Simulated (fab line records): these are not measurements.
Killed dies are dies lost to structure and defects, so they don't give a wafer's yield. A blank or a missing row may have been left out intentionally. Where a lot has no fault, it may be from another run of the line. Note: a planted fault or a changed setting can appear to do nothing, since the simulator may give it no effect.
2 desks looking at one fault    flow nand harc    every desk sees just its own numbers, and what lay behind them comes last

== THE METROLOGY DESK ==
What the gauges read for every lot (on any tool): the sampled wafers with a number, averaged. The brackets show how far a lot's mean lies from the usual mean; more than 4 standard deviations puts the lot out of limits, marked OUT.
Columns: A = thk nm at NHARC_A_SOURCE_PLATE_THK_MEAS_06, usual 199.8 nm; B = thk nm at NHARC_A_ONON_D1_THK_MEAS_05, usual 999 nm; C = thk nm at NHARC_A_ONON_D1_THK_MEAS_11, usual 1001 nm
lot   first seen here  A      B     C
L327  day 7 21:23      202.7  1003  1010
L328  day 7 21:23      201.6  1006  1008
L329  day 8 04:43      197.3  1014  1003
L330  day 8 04:43      198.7  983   998
L331  day 8 16:23      202.9  989   1011
L334  day 9 12:54      198.6  1004  991
L335  day 9 12:54      199.3  1005  1008
L337  day 9 22:56      203.3  993   998
L339  day 10 19:47     200.4  993   999
L340  day 11 12:29     198.3  995   1009
L342  day 11 12:31     199.5  1014  1535 (+53) OUT
L345  day 12 07:01     203.0  1010  1546 (+55) OUT
L350  day 13 11:24     198.2  1011  999
This desk's finding: out of limits on L342, L345; first on L342, day 11 14:59 (thk nm at NHARC_A_ONON_D1_THK_MEAS_11). In limits: L327, L328, L329, L330, L331, L334, L335, L337, L339, L340, L350.

== THE TOOL OWNER'S DESK: pecvd onon-02 ==
The tool's own readings at NHARC_A_ONON_D1_DEP_09 (target thk 1000 nm): means of the sampled wafers that have a number, for each lot that ran on this tool. The brackets show how far a lot's mean lies from the usual mean; more than 4 standard deviations puts the lot out of limits, marked OUT.
Columns: A = n2 flow sccm at NHARC_A_ONON_D1_DEP_09, usual 2750 sccm; B = nh3 flow sccm at NHARC_A_ONON_D1_DEP_09, usual 500.0 sccm
lot   first seen here  A     B
L328  day 7 23:15      2753  499.8
L329  day 8 06:33      2761  500.5
L334  day 9 14:48      2754  499.2
L337  day 10 00:47     2754  500.7
L339  day 10 21:37     2758  499.7
L342  day 11 14:29     2756  501.1
L345  day 12 08:55     2755  499.0
This desk's verdict: no lot among the 7 shows anything out of limits.

== TAKEN TOGETHER ==
An alarm was possible from the metrology desk at day 11 14:59, on L342, L345.
The desk of the tool owner found nothing out of limits.
The tool owner's desk has L342, L345 on record, within its limits.
On pecvd onon-02, each named lot ran NHARC_A_ONON_D1_DEP_09.

== WHAT WAS PUT IN BY THE SIMULATOR ==
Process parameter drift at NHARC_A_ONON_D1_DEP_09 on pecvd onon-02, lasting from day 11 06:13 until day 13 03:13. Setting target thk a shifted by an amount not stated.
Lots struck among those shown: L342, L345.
Time in hours between the start of the fault and the first out-of-limits reading at each desk: metrology desk, 9.
